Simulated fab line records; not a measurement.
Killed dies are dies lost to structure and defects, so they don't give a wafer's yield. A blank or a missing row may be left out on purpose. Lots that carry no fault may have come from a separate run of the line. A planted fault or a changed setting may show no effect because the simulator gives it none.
fab line records | flow n5Finfet
record: lots: 10 | wafers: 30 | lastDay: 16
route steps=1938 shown BEOL_M0_SAQP@632 BEOL_M0@742 BEOL_M1@753 BEOL_M4@1111
lots that met no fault: taken from a fault-free run of the same line
startH: hours from the record's first day to the start of the lot's first wafer shown | waitH: hours since the lot's step before | " repeats the value in the row above | L1.1+2: one row covering several wafers at once | - no value, or no start was given | * or withheld: withheld | < > ~ a bound
route shown NAME@n: NAME is a module with steps in the file, n the number in the route of the first one | usual: the fault-free wafers' mean and standard deviation | same: alike in all rows | chamber/n: place in a boat | sites: each site's reading | _std_site: their standard deviation | _edge_site: outer sites' mean less inner sites' | radiusMm: for every site, how far away it sits from the centre of the wafer | mask NAME#n: copy n | behind: the last tool/chamber to shape the wafer | hold: what put the lot on hold/how long, in hours/how the hold closed | device: names the non-switching transistor (n, p or np) | end of line: at the end of the route, the tests of the same wafers | where a step has no rows: the recipe by itself | killed: not the wafer's yield, but the dies lost to structure and defects at the first sort | map: dies across one wafer; x = killed, . = not, _ = none there
set.NAME: the setting the step ran with; set.NAME@STEP: the setting that earlier step ran with | model.NAME: the simulator's own value behind a step, which no gauge read
a sample of lots followed through the steps of the route, with each step as a table and each wafer as a row
services: when a tool's chamber went out of use (startH, in hours from the record's first day, below 0 if earlier), for how many hours, and the reason
== steps ==
step: N5_BEOL_M0_SAQP_PECVD_00
recipe: material: SiCN | targetThkA: 80 | tempC: withheld | precursor: 3MS/NH3 | pressureTorr: 3 | rfW: 202 | timeS: 14
usual: showerheadPlenumPTorr: 3.667/0.0059 | throttleValvePct: 9.2/0.66
lot.wafer | tool     | chamber | startH | waitH | showerheadPlenumPTorr | throttleValvePct
L495.3    | pecvd-01 | 2       | 109.77 | 0.1   | 3.661                 | 8.3
L495.4    | "        | 0       | "      | "     | 3.665                 | 9.8
L495.5    | "        | 2       | "      | "     | 3.675                 | 8.0
L498.1    | pecvd-03 | 1       | 126.46 | 0.2   | 3.671                 | 9.9
L498.3    | "        | 2       | "      | "     | 3.671                 | 9.0
L498.6    | "        | 1       | "      | "     | 3.666                 | 10.0
L501.1    | pecvd-02 | 2       | 143.90 | 0.2   | 3.668                 | 8.2
L501.3    | "        | 0       | "      | "     | 3.668                 | 8.8
L501.5    | "        | 1       | "      | "     | 3.669                 | 9.0
L502.1    | pecvd-02 | 0       | 147.83 | 0.2   | 3.665                 | 9.2
L502.2    | "        | 2       | "      | "     | 3.663                 | 8.2
L502.5    | "        | 0       | "      | "     | 3.669                 | 9.2
L506.2    | pecvd-01 | 0       | 183.51 | 0.2   | 3.669                 | 9.6
L506.4    | "        | 2       | "      | "     | 3.671                 | 8.0
L506.6    | "        | 0       | "      | "     | 3.671                 | 9.7
L507.1    | pecvd-01 | 0       | 186.52 | 0.2   | 3.668                 | 9.9
L507.2    | "        | 1       | "      | "     | 3.653                 | 9.4
L507.3    | "        | 2       | "      | "     | 3.679                 | 8.1
L508.1    | pecvd-03 | 0       | 189.51 | 0.2   | 3.672                 | 9.6
L508.2    | "        | 1       | "      | "     | 3.663                 | 10.1
L508.6    | "        | 1       | "      | "     | 3.656                 | 10.2
L511.3    | pecvd-01 | 0       | 201.11 | 0.1   | 3.672                 | 9.4
L511.4    | "        | 2       | "      | "     | 3.656                 | 7.9
L511.5    | "        | 1       | "      | "     | 3.663                 | 9.6
L512.2    | pecvd-01 | 0       | 209.99 | 0.2   | 3.660                 | 9.8
L512.4    | "        | 0       | "      | "     | 3.670                 | 9.6
L512.6    | "        | 2       | "      | "     | 3.676                 | 8.1
L513.2    | pecvd-01 | 0       | 212.99 | 0.2   | 3.663                 | 9.6
L513.3    | "        | 2       | "      | "     | 3.664                 | 8.1
L513.5    | "        | 1       | "      | "     | 3.665                 | 9.2
step: N5_BEOL_M0_ANNEAL_119
recipe: tempC: 225 | timeS: 90 | ambient: N2
usual: wafer_temp_C_max: 226.29/0.27
lot.wafer | tool         | chamber | startH | waitH | wafer_temp_C_max
L495.3    | rtpAnneal-02 | 0       | 121.12 | 0.3   | 225.95
L495.4    | "            | 0       | "      | "     | 226.84
L495.5    | "            | 0       | "      | "     | 226.16
L498.1    | rtpAnneal-02 | 0       | 138.20 | 0.2   | 226.14
L498.3    | "            | 0       | "      | "     | 225.96
L498.6    | "            | 0       | "      | "     | 226.17
L501.1    | rtpAnneal-01 | 0       | 158.02 | 0.1   | 226.20
L501.3    | "            | 0       | "      | "     | 226.29
L501.5    | "            | 0       | "      | "     | 226.07
L502.1    | rtpAnneal-01 | 0       | 159.55 | 0.1   | 226.70
L502.2    | "            | 0       | "      | "     | 225.88
L502.5    | "            | 0       | "      | "     | 226.33
L506.2    | rtpAnneal-01 | 0       | 196.70 | 0.6   | 226.72
L506.4    | "            | 0       | "      | "     | 225.74
L506.6    | "            | 0       | "      | "     | 225.88
L507.1    | rtpAnneal-02 | 0       | 200.78 | 0.1   | 226.42
L507.2    | "            | 0       | "      | "     | 226.41
L507.3    | "            | 0       | "      | "     | 225.89
L508.1    | rtpAnneal-02 | 0       | 205.49 | 0.1   | 226.28
L508.2    | "            | 0       | "      | "     | 226.50
L508.6    | "            | 0       | "      | "     | 226.71
L511.3    | rtpAnneal-02 | 0       | 212.88 | 0.4   | 226.21
L511.4    | "            | 0       | "      | "     | 226.65
L511.5    | "            | 0       | "      | "     | 225.91
L512.2    | rtpAnneal-02 | 0       | 222.04 | 0.1   | 226.38
L512.4    | "            | 0       | "      | "     | 226.32
L512.6    | "            | 0       | "      | "     | 226.24
L513.2    | rtpAnneal-01 | 0       | 225.41 | 0.4   | 226.55
L513.3    | "            | 0       | "      | "     | 226.20
L513.5    | "            | 0       | "      | "     | 226.06
step: N5_BEOL_M0_CO_CAP_123
recipe: material: Co | targetThkA: 20 | tempC: 200 | precursor: CCTBA/H2 | pressureTorr: 30 | timeS: 102.1
usual: heaterPowerW: 243/19
lot.wafer | tool     | chamber | startH | waitH | heaterPowerW
L495.3    | cvdCo-02 | 0       | 121.75 | 0.1   | 208
L495.4    | "        | 1       | "      | "     | 269
L495.5    | "        | 1       | "      | "     | 263
L498.1    | cvdCo-02 | 0       | 138.90 | 0.0   | 208
L498.3    | "        | 0       | "      | "     | 204
L498.6    | "        | 2       | "      | "     | 264
L501.1    | cvdCo-01 | 1       | 158.69 | 0.0   | 242
L501.3    | "        | 0       | "      | "     | 261
L501.5    | "        | 2       | "      | "     | 224
L502.1    | cvdCo-02 | 0       | 160.29 | 0.0   | 205
L502.2    | "        | 1       | "      | "     | 248
L502.5    | "        | 2       | "      | "     | 250
L506.2    | cvdCo-01 | 1       | 197.36 | 0.0   | 247
L506.4    | "        | 2       | "      | "     | 231
L506.6    | "        | 1       | "      | "     | 247
L507.1    | cvdCo-02 | 0       | 201.45 | 0.0   | 209
L507.2    | "        | 1       | "      | "     | 245
L507.3    | "        | 2       | "      | "     | 259
L508.1    | cvdCo-02 | 0       | 206.16 | 0.0   | 214
L508.2    | "        | 1       | "      | "     | 247
L508.6    | "        | 0       | "      | "     | 208
L511.3    | cvdCo-01 | 2       | 213.46 | 0.0   | 231
L511.4    | "        | 1       | "      | "     | 246
L511.5    | "        | 0       | "      | "     | 263
L512.2    | cvdCo-02 | 1       | 222.66 | 0.0   | 249
L512.4    | "        | 0       | "      | "     | 211
L512.6    | "        | 2       | "      | "     | 266
L513.2    | cvdCo-01 | 0       | 226.04 | 0.0   | 256
L513.3    | "        | 2       | "      | "     | 231
L513.5    | "        | 2       | "      | "     | 229
step: N5_BEOL_M0_RS_MEAS_126
recipe: thkMeasGauge: four-point-probe | reads: Co_of_BEOL_M0_CO_CAP_123+Cu_of_BEOL_M0_ECD_118+Co_of_BEOL_M0_CVD_115+TaN_of_BEOL_M0_ALD_136
usual: M0_RS: 0.526/0.017
lot.wafer | tool         | chamber | startH | waitH | M0_RS[ohm/sq]
L495.3    | filmMetro-01 | -       | 121.93 | 0.1   | 0.530
L495.4    | "            | -       | "      | "     | 0.515
L495.5    | "            | -       | "      | "     | 0.500
L498.1    | filmMetro-02 | -       | 139.12 | 0.0   | 0.504
L498.3    | "            | -       | "      | "     | 0.532
L498.6    | "            | -       | "      | "     | 0.517
L501.1    | filmMetro-01 | -       | 158.87 | 0.0   | 0.513
L501.3    | "            | -       | "      | "     | 0.510
L501.5    | "            | -       | "      | "     | 0.513
L502.1    | filmMetro-01 | -       | 160.47 | 0.0   | 0.512
L502.2    | "            | -       | "      | "     | 0.516
L502.5    | "            | -       | "      | "     | 0.503
L506.2    | filmMetro-01 | -       | 197.54 | 0.1   | 0.530
L506.4    | "            | -       | "      | "     | 0.515
L506.6    | "            | -       | "      | "     | 0.544
L507.1    | filmMetro-01 | -       | 201.63 | 0.0   | 0.564
L507.2    | "            | -       | "      | "     | 0.564
L507.3    | "            | -       | "      | "     | 0.553
L508.1    | filmMetro-01 | -       | 206.38 | 0.1   | 0.540
L508.2    | "            | -       | "      | "     | 0.522
L508.6    | "            | -       | "      | "     | 0.501
L511.3    | filmMetro-01 | -       | 213.64 | 0.1   | 0.590
L511.4    | "            | -       | "      | "     | 0.607
L511.5    | "            | -       | "      | "     | 0.590
L512.2    | filmMetro-02 | -       | 222.85 | 0.1   | 0.596
L512.4    | "            | -       | "      | "     | 0.574
L512.6    | "            | -       | "      | "     | 0.569
L513.2    | filmMetro-02 | -       | 226.22 | 0.1   | 0.571
L513.3    | "            | -       | "      | "     | 0.603
L513.5    | "            | -       | "      | "     | 0.558
step: N5_BEOL_M1_PECVD_72
recipe: material: SiO2 | targetThkA: 160 | tempC: 400 | precursor: TEOS/O2 | pressureTorr: 5.5 | rfW: 450 | teosFlowSccm: 53.8 | gas: O2 | flowSccm: 3000 | timeS: 18
usual: heaterPowerW: 752/140 | showerheadPlenumPTorr: 8.79/0.041 | throttleValvePct: 22.2/1.6
lot.wafer | tool     | chamber | startH | waitH | heaterPowerW | showerheadPlenumPTorr | throttleValvePct
L495.3    | pecvd-04 | 1       | 122.10 | 0.0   | 989          | 8.71                  | 21.7
L495.4    | "        | 2       | "      | "     | 818          | 8.79                  | 22.2
L495.5    | "        | 1       | "      | "     | 990          | 8.69                  | 21.9
L498.1    | pecvd-01 | 1       | 139.29 | 0.0   | 560          | 8.80                  | 22.9
L498.3    | "        | 2       | "      | "     | 621          | 8.82                  | 19.9
L498.6    | "        | 1       | "      | "     | 568          | 8.79                  | 23.1
L501.1    | pecvd-04 | 2       | 159.04 | 0.0   | 880          | 8.81                  | 22.0
L501.3    | "        | 1       | "      | "     | 1003         | 8.71                  | 21.5
L501.5    | "        | 1       | "      | "     | 1009         | 8.71                  | 21.7
L502.1    | pecvd-01 | 2       | 160.64 | 0.0   | 761          | 8.81                  | 19.9
L502.2    | "        | 0       | "      | "     | 645          | 8.79                  | 23.7
L502.5    | "        | 2       | "      | "     | 758          | 8.80                  | 20.1
L506.2    | pecvd-01 | 1       | 197.71 | 0.0   | 619          | 8.78                  | 23.0
L506.4    | "        | 2       | "      | "     | 732          | 8.79                  | 19.8
L506.6    | "        | 0       | "      | "     | 719          | 8.82                  | 24.1
L507.1    | pecvd-04 | 0       | 201.88 | 0.0   | 902          | 8.86                  | 20.3
L507.2    | "        | 1       | "      | "     | 1002         | 8.71                  | 21.9
L507.3    | "        | 2       | "      | "     | 875          | 8.78                  | 22.3
L508.1    | pecvd-04 | 0       | 206.56 | 0.0   | 817          | 8.86                  | 20.4
L508.2    | "        | 1       | "      | "     | 908          | 8.74                  | 21.5
L508.6    | "        | 1       | "      | "     | 925          | 8.70                  | 21.6
L511.3    | pecvd-03 | 2       | 213.81 | 0.0   | 803          | 8.79                  | 22.3
L511.4    | "        | 2       | "      | "     | 787          | 8.76                  | 22.2
L511.5    | "        | 0       | "      | "     | 584          | 8.78                  | 23.6
L512.2    | pecvd-01 | 2       | 223.02 | 0.0   | 752          | 8.81                  | 20.1
L512.4    | "        | 1       | "      | "     | 639          | 8.77                  | 23.4
L512.6    | "        | 2       | "      | "     | 752          | 8.80                  | 19.9
L513.2    | pecvd-01 | 2       | 226.40 | 0.0   | 765          | 8.82                  | 19.9
L513.3    | "        | 0       | "      | "     | 706          | 8.80                  | 23.8
L513.5    | "        | 2       | "      | "     | 742          | 8.80                  | 19.9
step: N5_BEOL_M4_RC_MEAS_101
usual: DIBL_N: 35.9/1.4 | DIBL_P: 35.9/1.7 | IOFF_N: 0.155/0.023 | IOFF_P: 0.201/0.029 | ION_N: 672/8.8 | ION_P: 460/7 | SS_N: 71.6/0.48 | SS_P: 73.1/0.64 | VT_N: 250.0/3 | VT_P: -251.6/3
lot.wafer | tool      | chamber | startH | waitH | DIBL_N[mV/V] | DIBL_P[mV/V] | IOFF_N[nA/um] | IOFF_P[nA/um] | ION_N[uA/um] | ION_P[uA/um] | SS_N[mV/dec] | SS_P[mV/dec] | VT_N[mV] | VT_P[mV]
L495.3    | prober-02 | 0       | 170.23 | 0.3   | 34.6         | 35.1         | 0.131         | 0.195         | 667          | 460          | 71.7         | 73.3         | 250.4    | -252.1
L495.4    | "         | 0       | "      | "     | 38.2         | 38.6         | 0.191         | 0.252         | 680          | 464          | 72.2         | 74.6         | 245.9    | -250.6
L495.5    | "         | 0       | "      | "     | 37.1         | 37.4         | 0.174         | 0.229         | 672          | 459          | 71.7         | 74.0         | 247.3    | -249.8
L498.1    | prober-02 | 0       | 194.31 | 0.0   | 36.2         | 35.5         | 0.143         | 0.188         | 669          | 458          | 71.7         | 72.4         | 251.5    | -255.1
L498.3    | "         | 0       | "      | "     | 37.7         | 36.6         | 0.163         | 0.202         | 666          | 456          | 72.1         | 73.5         | 251.0    | -252.9
L498.6    | "         | 0       | "      | "     | 35.9         | 35.5         | 0.145         | 0.190         | 674          | 462          | 71.3         | 72.6         | 250.1    | -252.0
L501.1    | prober-01 | 0       | 202.06 | 0.0   | 34.1         | 35.0         | 0.128         | 0.162         | 660          | 452          | 71.6         | 72.4         | 252.3    | -254.1
L501.3    | "         | 0       | "      | "     | 35.3         | 36.8         | 0.150         | 0.179         | 674          | 457          | 71.1         | 73.4         | 249.7    | -254.3
L501.5    | "         | 0       | "      | "     | 36.0         | 37.7         | 0.161         | 0.186         | 676          | 460          | 72.0         | 73.6         | 251.4    | -253.0
L502.1    | prober-02 | 0       | 216.75 | 0.0   | 33.8         | 33.6         | 0.126         | 0.147         | 669          | 453          | 70.9         | 72.7         | 251.1    | -256.9
L502.2    | "         | 0       | "      | "     | 35.1         | 34.5         | 0.141         | 0.155         | 669          | 443          | 71.8         | 72.7         | 251.5    | -256.8
L502.5    | "         | 0       | "      | "     | 34.4         | 34.1         | 0.131         | 0.148         | 665          | 448          | 70.8         | 72.1         | 252.5    | -256.1
L507.1    | prober-02 | 0       | 245.48 | 0.0   | 36.2         | 34.6         | 0.138         | 0.180         | 671          | 461          | 70.9         | 72.2         | 249.2    | -253.5
L507.2    | "         | 0       | "      | "     | 35.2         | 33.5         | 0.123         | 0.166         | 666          | 453          | 70.5         | 72.1         | 253.1    | -256.0
L507.3    | "         | 0       | "      | "     | 37.1         | 35.2         | 0.146         | 0.188         | 672          | 462          | 71.4         | 72.7         | 251.4    | -252.9
L506.2    | prober-01 | 0       | 248.54 | 0.2   | 33.6         | 36.2         | 0.151         | 0.208         | 674          | 467          | 71.8         | 72.9         | 248.0    | -249.2
L506.4    | "         | 0       | "      | "     | 34.7         | 37.1         | 0.157         | 0.220         | 673          | 465          | 71.6         | 74.4         | 249.8    | -249.0
L506.6    | "         | 0       | "      | "     | 33.2         | 35.7         | 0.140         | 0.197         | 665          | 463          | 71.6         | 73.1         | 250.3    | -251.5
L508.1    | prober-02 | 0       | 248.88 | 0.0   | 36.8         | 35.0         | 0.145         | 0.215         | 666          | 462          | 71.4         | 72.6         | 251.2    | -248.6
L508.2    | "         | 0       | "      | "     | 36.6         | 35.1         | 0.154         | 0.227         | 675          | 469          | 71.7         | 73.5         | 250.8    | -249.7
L508.6    | "         | 0       | "      | "     | 38.6         | 36.8         | 0.183         | 0.245         | 684          | 464          | 71.6         | 74.0         | 248.2    | -249.9
L511.3    | prober-01 | 0       | 269.49 | 0.3   | 38.6         | 36.4         | 0.165         | 0.210         | 677          | 464          | 71.7         | 73.7         | 249.1    | -251.6
L511.4    | "         | 0       | "      | "     | 39.0         | 37.3         | 0.177         | 0.217         | 675          | 457          | 71.8         | 74.6         | 250.3    | -251.7
L511.5    | "         | 0       | "      | "     | 37.4         | 35.3         | 0.144         | 0.196         | 675          | 458          | 71.4         | 73.4         | 247.9    | -251.1
L512.2    | prober-02 | 0       | 275.49 | 0.2   | 36.4         | 35.5         | 0.143         | 0.189         | 663          | 457          | 72.0         | 73.6         | 251.3    | -252.0
L512.4    | "         | 0       | "      | "     | 35.6         | 35.2         | 0.139         | 0.183         | 666          | 455          | 71.2         | 72.5         | 253.8    | -253.8
L512.6    | "         | 0       | "      | "     | 35.2         | 34.7         | 0.133         | 0.179         | 671          | 466          | 70.8         | 72.3         | 253.2    | -254.1
L513.2    | prober-02 | 0       | 279.34 | 0.2   | 34.5         | 34.7         | 0.131         | 0.146         | 660          | 448          | 71.4         | 72.9         | 254.0    | -258.7
L513.3    | "         | 0       | "      | "     | 34.9         | 35.5         | 0.134         | 0.149         | 680          | 456          | 71.4         | 73.7         | 254.3    | -256.1
L513.5    | "         | 0       | "      | "     | 34.1         | 34.6         | 0.125         | 0.140         | 658          | 445          | 71.2         | 72.8         | 251.2    | -257.9
== services ==
tool     | chamber | startH | hours | kind
pecvd-04 | 2       | 87.76  | 4.7   | repair
pecvd-02 | 0       | 95.91  | 5.0   | scheduledDown
pecvd-04 | -       | 100.78 | 6.0   | pm
cvdCo-02 | 2       | 110.89 | 11.5  | repair
cvdCo-01 | 1       | 116.18 | 24.8  | repair
pecvd-03 | 1       | 118.11 | -     | calibration
cvdCo-02 | 1       | 122.41 | -     | clean
cvdCo-02 | 1       | 122.41 | 22.0  | scheduledDown
cvdCo-02 | 1       | 122.41 | 22.0  | ventCycle
pecvd-04 | 1       | 127.07 | 5.0   | scheduledDown
pecvd-02 | 0       | 129.75 | 2.1   | scheduledDown
pecvd-04 | -       | 133.79 | 2.8   | pm
pecvd-04 | -       | 138.03 | 0.5   | repair
pecvd-01 | -       | 146.33 | 0.9   | repair
pecvd-04 | 1       | 152.85 | 5.5   | scheduledDown
pecvd-02 | -       | 181.36 | 28.1  | pm
pecvd-04 | -       | 181.78 | 1.6   | repair
pecvd-03 | 2       | 185.47 | 8.2   | repair
pecvd-03 | -       | 193.15 | 14.6  | pm
pecvd-04 | 2       | 202.47 | -     | clean
pecvd-04 | 2       | 202.47 | -     | consumableReplace:showerhead
pecvd-04 | 2       | 202.47 | 29.0  | scheduledDown
pecvd-04 | 2       | 202.47 | 29.0  | ventCycle
== key ==
firstSign: step: N5_BEOL_M0_RS_MEAS_126 | reading: M0_RS | direction: up | sigmas: 3.4 | usual: 0.526 | struck: 0.584
effect none on later readings
metAt N5_BEOL_M0_SAQP_PECVD_00
struckLots L511,L512,L513
notActingAt N5_BEOL_M0_ANNEAL_119,N5_BEOL_M0_CO_CAP_123,N5_BEOL_M1_PECVD_72
onsetBetween 186.52 201.11
alsoFits time
fault: kind: processParameterDrift | tool: pecvd-01 | chamber: - | onsetH: 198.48 | steps: N5_BEOL_M0_SAQP_PECVD_00 | channel: timeS | offset: * | shape: step | endH: 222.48 | actsIn: * | stated: *
